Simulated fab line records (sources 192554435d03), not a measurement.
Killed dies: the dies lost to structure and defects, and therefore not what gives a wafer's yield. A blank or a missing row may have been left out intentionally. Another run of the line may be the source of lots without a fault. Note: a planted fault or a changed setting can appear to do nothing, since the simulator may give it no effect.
Lot-split experiment | flow n5Finfet | route with 1938 steps; 7 lots, 21 wafers read

== SPLIT DETAILS ==
At N5_SDB_ETCH_18 (etches SOC in N2/H2, target depth 100 nm, overetch 20 nm, time 150 s), the setting sourceW was moved away from the recipe's 840 W on 5 of the 21 wafers read, by -14.5% to -7.5%. The other wafers ran this setting at the recipe's value.

Reading taken at the split's own step.

== THE READING ==
rfVppV, in V, at N5_SDB_ETCH_18 (etches SOC in N2/H2, target depth 100 nm, overetch 20 nm, time 150 s). A value of 525.3 V with a standard deviation of 2.3 V is what fault-free wafers of this fab line usually give.

wafer  | tool, chamber at the split | sourceW as run, W | against the recipe | rfVppV, V | against lot-mates on the recipe
L075.1 | rieDiel-05, 2              | 840               | recipe             | 525.6     | -
L075.3 | rieDiel-05, 3              | 777.1             | -7.5%              | 536.8     | +11.2
L075.6 | rieDiel-05, 2              | 777.1             | -7.5%              | 540.4     | +14.8
L077.1 | rieDiel-05, 0              | 734.3             | -12.6%             | 552.0     | +25.3
L077.2 | rieDiel-05, 3              | 734.3             | -12.6%             | 545.9     | +19.2
L077.5 | rieDiel-05, 1              | 840               | recipe             | 526.7     | -
L078.2 | rieDiel-05, 0              | 718               | -14.5%             | 555.9     | +29.2
L078.3 | rieDiel-05, 1              | 840               | recipe             | 527.0     | -
L078.4 | rieDiel-05, 2              | 840               | recipe             | 526.4     | -
L081.2 | rieDiel-05, 2              | 840               | recipe             | 524.6     | -
L081.3 | rieDiel-05, 0              | 840               | recipe             | 529.8     | -
L081.5 | rieDiel-05, 3              | 840               | recipe             | 522.3     | -
L090.4 | rieDiel-05, 0              | 840               | recipe             | 529.6     | -
L090.5 | rieDiel-05, 1              | 840               | recipe             | 525.1     | -
L090.6 | rieDiel-05, 2              | 840               | recipe             | 525.1     | -
L091.2 | rieDiel-04, 2              | 840               | recipe             | 524.8     | -
L091.5 | rieDiel-04, 1              | 840               | recipe             | 526.0     | -
L091.6 | rieDiel-04, 0              | 840               | recipe             | 527.8     | -
L092.2 | rieDiel-05, 0              | 840               | recipe             | 527.1     | -
L092.3 | rieDiel-05, 3              | 840               | recipe             | 521.3     | -
L092.6 | rieDiel-05, 2              | 840               | recipe             | 524.7     | -

FIT RESULTS
A straight line over all 21 wafers: rfVppV changes by -1.9 V for each +1% of sourceW; r = -0.97; the points scatter about the line by 2.4 V.
The same after taking each lot's own level away (the mean of its wafers on the recipe; 21 wafers): -1.85 V for each +1%; r = -0.97; scatter 2.3 V.
According to that fit, moving sourceW by its largest amount changes the reading by 27 V.
Across the lots, their own levels run from 524.37 to 526.70 V, a range of 1.0 times the standard deviation given above.
So the lot-to-lot level changes the slope little: the two slopes agree.
Check: with one of the wafers moved furthest among these (-14.5%) left out of the fit, the line predicts +25.6 V for it against its lot-mates. It came out at +29.2 V against them.
Tool readings at the split's step, against how far the setting was moved: rfVppV r = -0.97.

== FURTHER SPLITS ON THESE WAFERS ==
Before the reading, these wafers also passed through other splits. Each is held against what the fit with the lots' levels taken away leaves over:
other split on the same wafers | wafers away from the commonest value | r with rfVppV (lot level and that fit taken away)
N5_SDB_COAT_05 spinRpm         | 7                                    | +0.13

== THE FILE'S OWN FIT ==
rfVppV changes by -1.88 V for each +1% of sourceW, r = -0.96.
